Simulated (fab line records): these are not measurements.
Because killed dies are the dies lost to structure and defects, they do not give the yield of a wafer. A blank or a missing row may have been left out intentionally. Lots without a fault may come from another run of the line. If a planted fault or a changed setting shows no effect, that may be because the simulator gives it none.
Chamber matching / flow nand harc / ald hk-03 running NHARC_A_CHANNEL_FILL_D1_ALD_02: 4 sister chambers
The step deposits SiO2, target thk 6 nm, pulse time 10 s, ald cycles 60. 4 wafers are shown with their chamber, then 8 later ones without.

## EACH WAFER AND ITS CHAMBER
wafer=L351.2; chamber=3; heater power w (W)=428
wafer=L360.5; chamber=1; heater power w (W)=415
wafer=L360.6; chamber=2; heater power w (W)=474
wafer=L365.1; chamber=0; heater power w (W)=480

## WAFERS WHOSE CHAMBER IS MISSING
wafer=L365.4; heater power w (W)=417
wafer=L365.5; heater power w (W)=415
wafer=L366.2; heater power w (W)=414
wafer=L366.4; heater power w (W)=486
wafer=L366.6; heater power w (W)=479
wafer=L367.1; heater power w (W)=420
wafer=L367.2; heater power w (W)=494
wafer=L367.4; heater power w (W)=478

## EACH ONE'S CHAMBER
wafer=L365.4; from the rows above=can't be placed: 1 or 3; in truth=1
wafer=L365.5; from the rows above=1; in truth=1
wafer=L366.2; from the rows above=1; in truth=1
wafer=L366.4; from the rows above=can't be placed: 0 or 2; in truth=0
wafer=L366.6; from the rows above=can't be placed: 0 or 2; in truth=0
wafer=L367.1; from the rows above=can't be placed: 1 or 3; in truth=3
wafer=L367.2; from the rows above=can't be placed: 0 or 2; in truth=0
wafer=L367.4; from the rows above=can't be placed: 0 or 2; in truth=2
Correct placement for 2 of the 8. From these rows, 6 cannot be placed; in 6 the true chamber is one of the candidates. Number placed wrongly: 0.
How it was worked out, from the rows above alone: a wafer's distance from a chamber is the root of the sum, over the readings, of the square of ((its reading less the chamber's mean) divided by the reading's scatter). The wafer belongs to the nearest chamber; if the next one is less than 2 further off, it can't be placed. The mean given for a chamber averages the wafers shown for that chamber. The scatter: with one shown wafer a chamber, the root of the mean of the squares of how far each hidden wafer lies from its nearest shown one.
